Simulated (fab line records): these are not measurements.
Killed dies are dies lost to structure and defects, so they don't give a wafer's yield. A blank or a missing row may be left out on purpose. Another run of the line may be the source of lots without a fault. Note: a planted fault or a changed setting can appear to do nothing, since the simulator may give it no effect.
Problem report in the 8D (eight disciplines) form, filled by code    flow nand-harc    the parts of the form that need people (team, actions taken, sign-off) are left out

## 1. THE PROBLEM
NHARC_END_SORT_01, killed-at-other: mean 62.0 on 3 wafers (1 lot); fault-free wafers 0.8, standard deviation 1.2. That puts it +51 standard deviations away from the usual mean.
Earliest sighting: wafer L180.2 on prober-02 at day 28 12:29. The record holds 9 wafers of 3 lots with a number at this step. By rule, "out" or "out of limits" means more than 4 standard deviations away from the usual mean. Any other wafer with a number is counted as sound.

## 2. WHAT IT IS; WHAT IT IS NOT
question                     is                      is not
which readings at this step  killed-at-other         killed-at-array, killed-at-periphery, killed-open, killed-short
which lots                   L180                    L172, L185
which wafers of those lots   all that have a number  -
read on which gauges         prober-02               -
when                         from day 28 12:29       up to then (3 sound wafers); but 3 sound wafers of L185 came after

## 3. SUSPECTS, AND WHAT RULES EACH OUT
Counting: any tool at a process step up to the reading is kept as a suspect provided that every lot that is out went through it and no sound lot did after the first of them.
- the gauge at NHARC_END_SORT_01: kept. All the wafers that are out were read on prober-02, and no step on other tools shows them out.
- rie-si-01 at NHARC_THIN_TSV_ETCH_15 (target depth 3000 nm, bosch target overetch cycles 2, bosch etch step 2.8 s): ruled out as a lasting fault. After its first lot that is out, L180 (day 27 13:33), sound lots L185 ran on it.
Remaining after the count: prober-02 at NHARC_END_SORT_01.

## 4. THE CAUSE (what the simulator had put in)
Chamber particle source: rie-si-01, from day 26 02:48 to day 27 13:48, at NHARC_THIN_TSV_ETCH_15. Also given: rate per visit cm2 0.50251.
The count ruled it out by mistake, since the rule takes a fault to strike every lot its tool runs from the start of the fault on, and this one did not do so.

## 5. SEQUENCE OF EFFECTS, ordered by route
Each row: a reading where the mean over the struck wafers with a number is more than 3 standard deviations away from the usual. Scope: only readings with a usual standard deviation given in the record; hours: median across lots of the time from each lot's start at the first step in this table that gives one to its start at this step; sigmas: change in usual standard deviations.
hours  step               reading               usual   on struck wafers  change  sigmas
0      NHARC_END_SORT_01  defect-limited-yield  90.8 %  81.0              -9.8    -4.5
0      NHARC_END_SORT_01  killed-at-other       0.8     62.0              +61.2   +51
0      NHARC_END_SORT_01  killed-dies           62      129               +67     +4.5

## 6. WHAT WOULD HAVE CAUGHT IT SOONER
The first out-of-limits reading at a measuring or inspecting step in this record came at day 28 12:29, 58 hours after the fault's start at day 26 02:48.
An alarm limit of 4 standard deviations would not have fired on the tool readings at NHARC_THIN_TSV_ETCH_15 for which the record gives a usual standard deviation, since none of them was out on any struck wafer.
